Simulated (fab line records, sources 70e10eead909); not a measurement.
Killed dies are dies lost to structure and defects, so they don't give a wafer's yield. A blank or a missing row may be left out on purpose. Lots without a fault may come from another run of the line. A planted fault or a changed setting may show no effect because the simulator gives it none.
fab line records | flow nand_harc
record lots=6 wafers=18 last_day=33
route steps=1302 shown P_CONTACT@228 END@1302
lots that met no fault: from a run of the same line without faults
start_h: hours from the record's first day to the start of the lot's first wafer shown | wait_h: hours since the lot's step before | " the same as in the row above | L1.1+2: a row that stands for several wafers | - no value, or no start given | * or withheld: withheld | < > ~ a bound
route shown NAME@n: a module of which the file shows steps, and the number in the route of the first | usual: mean/standard deviation of fault-free wafers | same: alike in all rows | chamber/n: place in a boat | sites: the reading at each site | _std_site: their standard deviation | _edge_site: outer sites' mean less inner sites' | radius_mm: how far each site lies from the wafer's centre | mask NAME#n: copy n | behind: the tool/chamber that last shaped the wafer | hold: why the lot was held/for how many hours/how that ended | device: the transistor (n, p or np) that didn't switch | end of line: the same wafers' tests at the end of the route | a step without rows: its recipe alone | killed: dies lost to structure and defects at the first sort, not the wafer's yield | map: a wafer's dies, x killed, . not, _ none there
set.NAME: the setting as run; set.NAME@STEP: as run at that earlier step | model.NAME: the simulator's own value behind a step, which no gauge read
lots at some steps of the route; a table a step, a row a wafer
services: from which hour (start_h, from the record's first day; less than 0 if before it) a tool's chamber was out of use, for how many hours, and why
## steps
# step NHARC_P_CONTACT_EBR_08
# step NHARC_P_CONTACT_EXPOSE_09
# recipe na=1.35 target_cd_nm=90 dose_mj=81.26 mask_id=P_CA
# step NHARC_P_CONTACT_PEB_10
# recipe peb_temp_c=100 peb_time_s=65
# step NHARC_P_CONTACT_DEVELOP_11
# recipe develop_time_s=35 dev_temp_c=23
# step NHARC_P_CONTACT_CD_MEAS_12
# recipe target_cd_nm=90 landing_energy_ev=500
# usual cd_nm=90.2/0.71
# columns lot.wafer tool chamber start_h wait_h cd_nm
L805.2 cd_sem-03 0 134.64 - 90.8
L805.3 " 0 " " 90.4
L805.6 " 0 " " 91.7
L809.2 cd_sem-03 0 176.14 - 89.5
L809.3 " 0 " " 89.2
L809.5 " 0 " " 88.7
L811.1 cd_sem-03 0 203.26 - 89.1
L811.2 " 0 " " 89.0
L811.5 " 0 " " 89.9
L818.2 cd_sem-02 0 265.27 - 89.2
L818.3 " 0 " " 90.7
L818.5 " 0 " " 90.8
L817.2 cd_sem-03 0 267.55 - 89.2
L817.3 " 0 " " 90.3
L817.6 " 0 " " 89.3
L826.1 cd_sem-03 0 341.91 - 90.3
L826.3 " 0 " " 91.1
L826.6 " 0 " " 91.1
# step NHARC_P_CONTACT_OVL_MEAS_13
# usual overlay_x_nm=-0.4/0.9 overlay_y_nm=0.3/0.83
# columns lot.wafer tool chamber start_h wait_h overlay_x_nm overlay_y_nm
L805.2 overlay-02 - 134.73 - -2.3 -1.4
L805.3 " - " " -1.6 -1.8
L805.6 " - " " -2.1 -1.4
L809.2 overlay-01 - 176.23 - 0.2 -0.2
L809.3 " - " " 0.5 -0.5
L809.5 " - " " 0.5 0.0
L811.1 overlay-02 - 203.35 - -0.7 -0.1
L811.2 " - " " -0.6 -0.5
L811.5 " - " " -0.3 -0.4
L818.2 overlay-02 - 265.35 - -1.4 -1.1
L818.3 " - " " -1.5 -1.4
L818.5 " - " " -1.2 -1.2
L817.2 overlay-02 - 267.64 - -0.8 -0.5
L817.3 " - " " -1.3 0.4
L817.6 " - " " -1.2 0.0
L826.1 overlay-01 - 341.99 - 1.8 0.2
L826.3 " - " " 1.4 0.9
L826.6 " - " " 1.4 0.4
# step NHARC_P_CONTACT_INSPECT_14
# usual raw_defect_count=4.5/2.6
# columns lot.wafer tool chamber start_h wait_h raw_defect_count
L805.2 defect_inspect-02 - 134.76 0.0 7
L805.3 " - " " 8
L805.6 " - " " 11
L809.2 defect_inspect-02 - 176.27 0.0 7
L809.3 " - " " 1
L809.5 " - " " 7
L811.1 defect_inspect-02 - 203.38 0.0 2
L811.2 " - " " 2
L811.5 " - " " 5
L818.2 defect_inspect-01 - 265.39 0.0 5
L818.3 " - " " 7
L818.5 " - " " 7
L817.2 defect_inspect-02 - 267.67 0.0 4
L817.3 " - " " 5
L817.6 " - " " 4
L826.1 defect_inspect-01 - 342.03 0.0 2
L826.3 " - " " 5
L826.6 " - " " 4
# step NHARC_P_CONTACT_DESCUM_17
# recipe time_s=3 o2_flow_sccm=200 ar_flow_sccm=0 bias_power_w=0 chemistry=O2
# usual drypump_motor_current_A=5.8/0.35 o2_flow_sccm=200.0/0.63 oes_product_au=1.002/0.008 rf_vpp_V=58.0/0.86 showerhead_plenum_p_Torr=1.96/0.081 throttle_valve_pct=11.311/0.0094
# columns lot.wafer tool chamber start_h wait_h drypump_motor_current_A o2_flow_sccm oes_product_au rf_hours_counter_h rf_vpp_V showerhead_plenum_p_Torr throttle_valve_pct
L805.2 rie_diel-08 2 134.83 0.1 5.5 199.5 1.003 2.8 58.1 1.78 11.318
L805.3 " 0 " " 6.0 200.4 0.996 3.0 57.9 2.05 11.293
L805.6 " 1 " " 5.9 199.7 0.998 - 58.2 2.04 11.305
L809.2 rie_diel-08 1 176.33 0.1 5.9 198.8 1.004 4.5 57.6 2.04 11.302
L809.3 " 2 " " 5.5 200.3 1.005 4.3 58.4 1.78 11.303
L809.5 " 1 " " 5.9 199.8 0.991 - 58.4 2.04 11.302
L811.2 rie_diel-08 3 203.45 0.1 5.6 200.5 0.999 0 57.0 1.94 11.301
L811.1 " 0 " " 6.0 199.6 0.992 0 57.6 2.05 11.316
L811.5 " 2 " " 5.5 199.6 0.985 - 57.9 1.78 11.328
L818.2 rie_diel-08 0 265.46 0.1 5.9 200.9 0.998 1.5 57.0 2.05 11.302
L818.3 " 2 " " 5.5 199.1 1.009 1.4 56.4 1.78 11.293
L818.5 " 0 " " 5.9 200.8 1.004 - 59.3 2.05 11.305
L817.2 rie_diel-10 1 267.75 0.1 5.9 199.8 1.008 0.8 57.8 2.02 11.321
L817.3 " 2 " " 6.2 200.8 1.008 0.6 58.0 1.90 11.318
L817.6 " 3 " " 5.2 199.3 1.003 - 57.0 1.95 11.310
L826.1 rie_diel-10 1 342.09 0.1 5.9 200.2 1.013 5.5 59.1 2.02 11.293
L826.3 " 0 " " 5.6 199.6 1.010 5.0 58.9 2.04 11.316
L826.6 " 1 " " 5.9 200.3 1.009 - 58.6 2.02 11.300
# step NHARC_P_CONTACT_ETCH_35
# recipe target_depth_a=390 over_etch_frac=0.3 time_s=65 ion_energy_ev=80 cf4_flow_sccm=150 ar_flow_sccm=0 rf_w=300 bias_w=100 chemistry=CF4
# usual drypump_motor_current_A=5.8/0.34 oes_product_au=1.002/0.0074 rf_vpp_V=151.8/1.3 showerhead_plenum_p_Torr=1.81/0.07 throttle_valve_pct=13.285/0.0089
# columns lot.wafer tool chamber start_h wait_h drypump_motor_current_A oes_product_au rf_hours_counter_h rf_vpp_V showerhead_plenum_p_Torr throttle_valve_pct
L805.2 rie_diel-08 2 134.91 0.1 5.5 1.003 2.9 150.8 1.66 13.290
L805.3 " 0 " " 5.9 0.998 3.0 153.6 1.88 13.293
L805.6 " 2 " " 5.5 1.005 - 150.3 1.66 13.287
L809.2 rie_diel-08 3 176.42 0.1 5.6 1.004 4.1 153.0 1.79 13.275
L809.3 " 0 " " 6.0 1.005 4.3 152.1 1.88 13.297
L809.5 " 1 " " 5.9 0.996 - 152.3 1.87 13.283
L811.2 rie_diel-08 2 203.54 0.1 5.5 0.994 0.0 149.4 1.66 13.287
L811.1 " 3 " " 5.6 1.005 0.0 151.1 1.79 13.289
L811.5 " 1 " " 5.9 0.995 - 153.1 1.87 13.288
L818.2 rie_diel-08 2 265.54 0.1 5.5 0.999 1.5 149.5 1.66 13.293
L818.3 " 0 " " 5.9 0.997 1.6 151.4 1.88 13.291
L818.5 " 2 " " 5.5 1.002 - 149.6 1.66 13.278
L817.2 rie_diel-10 3 267.83 0.1 5.2 1.014 0.5 150.8 1.80 13.283
L817.3 " 0 " " 5.6 1.017 0.9 151.1 1.88 13.284
L817.6 " 2 " " 6.2 1.006 - 151.9 1.76 13.267
L826.1 rie_diel-10 3 342.19 0.1 5.1 0.996 4.9 151.6 1.80 13.283
L826.3 " 0 " " 5.6 1.006 5.1 152.8 1.88 13.292
L826.6 " 2 " " 6.2 1.006 - 149.4 1.75 13.266
# step NHARC_P_CONTACT_ETCH_36
# recipe target_depth_a=2600 over_etch_frac=0.25 time_s=406.25 ion_energy_ev=200 n2_flow_sccm=150 h2_flow_sccm=150 ar_flow_sccm=0 rf_w=400 bias_w=150 chemistry=N2/H2
# usual drypump_motor_current_A=5.8/0.35 oes_product_au=1.002/0.0075 rf_vpp_V=432.0/2.4 showerhead_plenum_p_Torr=2.10/0.085 throttle_valve_pct=14.172/0.0087
# columns lot.wafer tool chamber start_h wait_h drypump_motor_current_A oes_product_au rf_hours_counter_h rf_vpp_V showerhead_plenum_p_Torr throttle_valve_pct
L805.2 rie_diel-08 0 - - 6.0 1.006 3.1 434.3 2.19 14.183
L805.3 " 3 " " 5.6 0.999 2.8 430.5 2.07 14.160
L805.6 " 1 " " 5.9 0.995 - 432.9 2.17 14.167
L809.3 rie_diel-08 3 - - 5.6 1.011 4.1 431.7 2.07 14.165
L809.2 " 0 " " 5.9 0.999 4.4 435.8 2.19 14.173
L809.5 " 3 " " 5.6 1.008 - 430.6 2.07 14.170
L811.1 rie_diel-08 0 - - 5.9 1.012 0.1 434.7 2.19 14.157
L811.2 " 2 " " 5.5 1.001 0.1 426.7 1.90 14.177
L811.5 " 3 " " 5.6 0.999 - 430.6 2.07 14.166
L818.2 rie_diel-08 0 - - 5.9 1.008 1.6 433.5 2.19 14.167
L818.3 " 2 " " 5.5 1.010 1.5 427.3 1.90 14.176
L818.5 " 1 " " 5.9 0.999 - 432.3 2.17 14.157
L817.2 rie_diel-10 2 - - 6.2 1.002 0.7 431.1 2.02 14.164
L817.3 " 3 " " 5.1 1.004 0.6 431.0 2.08 14.165
L817.6 " 3 " " 5.1 1.007 - 431.7 2.08 14.162
L826.1 rie_diel-10 2 - - 6.2 1.004 5.8 430.0 2.02 14.184
L826.3 " 1 " " 5.9 1.007 5.6 434.3 2.16 14.171
L826.6 " 3 " " 5.2 1.006 - 430.9 2.08 14.186
# step NHARC_P_CONTACT_ETCH_18
# recipe target_depth_a=4810 time_s=240.5 c4f8_flow_sccm=20 o2_flow_sccm=10 ar_flow_sccm=withheld rf_w=600 bias_w=1500 chemistry=C4F8/O2/Ar
# usual oes_product_au=0.964/0.017 rf_vpp_V=981/5.4
# columns lot.wafer tool chamber start_h wait_h oes_product_au rf_hours_counter_h rf_vpp_V
L805.2 rie_diel-08 1 - - 0.957 3.4 986
L805.3 " 3 " " 0.981 2.9 981
L805.6 " 1 " " 0.960 - 986
L809.3 rie_diel-08 1 - - 0.938 4.6 986
L809.2 " 2 " " 0.954 4.4 969
L809.5 " 3 " " 0.958 - 981
L811.1 rie_diel-08 2 - - 0.960 0.2 969
L811.2 " 0 " " 0.979 0.3 987
L811.5 " 1 " " 0.966 - 987
L818.3 rie_diel-08 1 - - 0.947 1.7 987
L818.2 " 2 " " 0.964 1.6 970
L818.5 " 1 " " 0.944 - 985
L817.3 rie_diel-10 0 - - 0.985 1.1 986
L817.2 " 3 " " 0.973 0.8 980
L817.6 " 1 " " 0.994 - 985
L826.1 rie_diel-10 2 - - 0.970 6.0 976
L826.3 " 1 " " 0.968 5.7 985
L826.6 " 3 " " 0.971 - 981
# step NHARC_P_CONTACT_STRIP_37
# recipe c4f8_flow_sccm=withheld o2_flow_sccm=8 ar_flow_sccm=withheld bias_w=0 chemistry=C4F8/O2/Ar
# step NHARC_P_CONTACT_ETCH_31
# recipe target_depth_a=300 time_s=85.7 ion_energy_ev=120 over_etch_frac=1 ch3f_flow_sccm=50 o2_flow_sccm=30 ar_flow_sccm=200 rf_w=500 bias_w=100 chemistry=CH3F/O2
# usual drypump_motor_current_A=5.8/0.35 o2_flow_sccm=29.99/0.096 oes_product_au=0.981/0.013 rf_vpp_V=245.2/1.6 showerhead_plenum_p_Torr=2.52/0.1 throttle_valve_pct=20.664/0.009
# columns lot.wafer tool chamber start_h wait_h drypump_motor_current_A o2_flow_sccm oes_product_au rf_hours_counter_h rf_vpp_V showerhead_plenum_p_Torr throttle_valve_pct
L805.3 rie_diel-08 0 135.57 - 5.9 30.01 0.988 3.4 246.4 2.63 20.654
L805.2 " 3 " " 5.6 29.92 0.993 3.0 245.5 2.49 20.675
L805.6 " 1 " " 5.9 30.01 0.984 - 246.2 2.61 20.669
L809.3 rie_diel-08 1 177.07 - 5.9 29.93 0.750 4.7 246.7 2.61 20.677
L809.2 " 0 " " 5.9 30.11 0.971 4.7 246.5 2.62 20.656
L809.5 " 2 " " 5.5 30.06 0.981 - 242.8 2.30 20.646
L811.2 rie_diel-08 1 204.19 - 6.0 29.84 0.974 0.3 246.4 2.61 20.653
L811.1 " 3 " " 5.6 30.01 0.761 0.3 246.8 2.49 20.663
L811.5 " 1 " " 6.0 29.92 0.979 - 247.4 2.61 20.668
L818.2 rie_diel-08 1 266.19 - 5.9 30.13 0.981 1.8 245.9 2.61 20.674
L818.3 " 2 " " 5.5 29.86 0.995 1.7 242.4 2.30 20.671
L818.5 " 2 " " 5.5 30.10 0.987 - 241.9 2.30 20.666
L817.3 rie_diel-10 3 268.48 - 5.2 30.00 0.979 0.9 244.5 2.50 20.662
L817.2 " 1 " " 5.9 29.89 0.995 1.1 246.0 2.60 20.664
L817.6 " 3 " " 5.2 29.97 0.968 - 244.5 2.50 20.666
L826.1 rie_diel-10 2 342.84 - 6.2 30.04 0.988 6.2 244.6 2.44 20.665
L826.3 " 3 " " 5.2 29.76 0.990 5.2 245.6 2.50 20.657
L826.6 " 2 " " 6.2 30.13 0.990 - 246.0 2.44 20.656
# step NHARC_P_CONTACT_CD_MEAS_19
# usual cd_nm=90.6/1.5
# columns lot.wafer tool chamber start_h wait_h cd_nm
L805.2 cd_sem-03 - 135.70 - 89.1
L805.3 " - " " 90.2
L805.6 " - " " 92.3
L809.2 cd_sem-02 - 177.20 - 90.1
L809.3 " - " " 88.0
L809.5 " - " " 88.2
L811.1 cd_sem-03 - 204.32 - 88.2
L811.2 " - " " 89.3
L811.5 " - " " 92.5
L818.2 cd_sem-02 - 266.32 - 90.1
L818.3 " - " " 88.4
L818.5 " - " " 93.3
L817.2 cd_sem-03 - 268.61 - 86.5
L817.3 " - " " 92.2
L817.6 " - " " 91.2
L826.1 cd_sem-02 - 342.96 - 91.5
L826.3 " - " " 90.8
L826.6 " - " " 92.9
# step NHARC_END_SORT_01
# recipe temp_c=25
# usual killed_at_array=58/18 killed_at_other=1.0/1.5 killed_at_periphery=4/3.1 killed_dies=64/18 killed_open=3.4/1.9 killed_short=2.7/1.7
# same gross_dies=677
# columns lot.wafer tool chamber start_h wait_h killed_at_array killed_at_other killed_at_periphery killed_dies killed_open killed_short
L809.2 prober-01 0 629.67 2.8 82 0 2 84 2 1
L809.3 prober-01 0 630.48 3.1 79 0 1 80 3 2
L809.5 prober-01 0 632.08 3.7 91 0 2 93 3 2
L811.1 prober-01 0 662.41 2.5 90 3 9 102 3 0
L811.2 prober-01 0 663.22 2.8 67 7 7 81 3 2
L811.5 prober-01 0 665.65 3.7 80 3 14 97 1 2
# killed by level:class
L809.2 A_CHANNEL_HOLE_D2:chamber_film_flake=27 A_CHANNEL_HOLE_D1:chamber_film_flake=24 A_SLIT:chamber_film_flake=21 A_CONTACT:chamber_film_flake=5 A_CHANNEL_FILL_D1:chamber_film_flake=2 P_CONTACT:geometric_particle:short=1 A_CHANNEL_HOLE_D2:geometric_particle:open=1 A_CONTACT:geometric_particle:open=1
L809.3 A_SLIT:chamber_film_flake=23 A_CHANNEL_HOLE_D1:chamber_film_flake=20 A_CHANNEL_HOLE_D2:chamber_film_flake=20 A_CONTACT:chamber_film_flake=6 A_CHANNEL_FILL_D1:chamber_film_flake=2 A_DECK1_JOINT:geometric_particle:short=1 A_DECK1_JOINT:geometric_particle:open=1 A_CHANNEL_HOLE_D2:geometric_particle:open=1
L809.5 A_CHANNEL_HOLE_D1:chamber_film_flake=32 A_CHANNEL_HOLE_D2:chamber_film_flake=25 A_SLIT:chamber_film_flake=18 A_CONTACT:chamber_film_flake=9 A_CHANNEL_FILL_D1:geometric_particle:open=2 A_CHANNEL_FILL_D1:chamber_film_flake=2 P_CONTACT:geometric_particle:short=1 A_CHANNEL_HOLE_D2:geometric_particle:open=1
L811.1 A_CHANNEL_HOLE_D1:chamber_film_flake=39 A_SLIT:chamber_film_flake=28 A_CHANNEL_HOLE_D2:chamber_film_flake=13 P_CONTACT:chamber_film_flake=7 A_DECK1_JOINT:chamber_film_flake=3 THIN_TSV:chamber_film_flake=3 A_CONTACT:chamber_film_flake=2 P_M0:geometric_particle:open=1
L811.2 A_SLIT:chamber_film_flake=27 A_CHANNEL_HOLE_D1:chamber_film_flake=20 A_CHANNEL_HOLE_D2:chamber_film_flake=8 THIN_TSV:chamber_film_flake=7 P_M2:chamber_film_flake=3 A_SGD_CUT:chamber_film_flake=3 A_DECK1_JOINT:chamber_film_flake=2 A_CONTACT:chamber_film_flake=2
L811.5 A_CHANNEL_HOLE_D1:chamber_film_flake=31 A_SLIT:chamber_film_flake=26 A_CHANNEL_HOLE_D2:chamber_film_flake=14 P_CONTACT:chamber_film_flake=12 A_CONTACT:chamber_film_flake=5 THIN_TSV:chamber_film_flake=3 A_M1:chamber_film_flake=2 P_M0:geometric_particle:open=1
## services
# columns tool chamber start_h hours kind
rie_diel-08 0 120.85 - clean
rie_diel-08 1 120.85 - clean
rie_diel-08 2 120.85 - clean
rie_diel-08 3 120.85 - clean
rie_diel-08 0 145.35 - clean
rie_diel-08 1 145.35 - clean
rie_diel-08 2 145.35 - clean
rie_diel-08 3 145.35 - clean
rie_diel-08 0 169.85 - clean
rie_diel-08 1 169.85 - clean
rie_diel-08 2 169.85 - clean
rie_diel-08 3 169.85 - clean
rie_diel-10 2 174.34 12.1 repair
rie_diel-10 0 175.00 5.7 repair
rie_diel-08 - 190.85 9.0 pm
rie_diel-08 0 190.85 9.0 vent_cycle
rie_diel-08 1 190.85 9.0 vent_cycle
rie_diel-10 1 198.88 9.6 repair
rie_diel-10 2 227.84 9.2 repair
rie_diel-10 - 242.50 9.0 pm
rie_diel-10 3 256.22 2.5 repair
rie_diel-08 1 321.56 5.7 repair
rie_diel-08 2 326.73 6.4 repair
rie_diel-10 3 336.83 2.0 repair
## key
first_sign step=NHARC_P_CONTACT_ETCH_31 reading=oes_product_au direction=down sigmas=18 usual=0.981 struck=0.755
effect none on later readings
met_at NHARC_P_CONTACT_ETCH_31
struck_wafers L809.3,L811.1
tester_left_out L809,L811
onset_between 135.57 177.07
fault kind=process_parameter_drift tool=rie_diel-08 chamber=- onset_h=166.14 steps=NHARC_P_CONTACT_ETCH_31 channel=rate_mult offset=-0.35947 shape=step end_h=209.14 scope=struck_wafers_only
# tester_left_out: of these lots the tester's yield and bins aren't shown, on N5 and GAA mostly nor the transistor test; their killed dies are dies lost to structure and defects alone, not to doping, threshold or leakage, so they don't give the yield
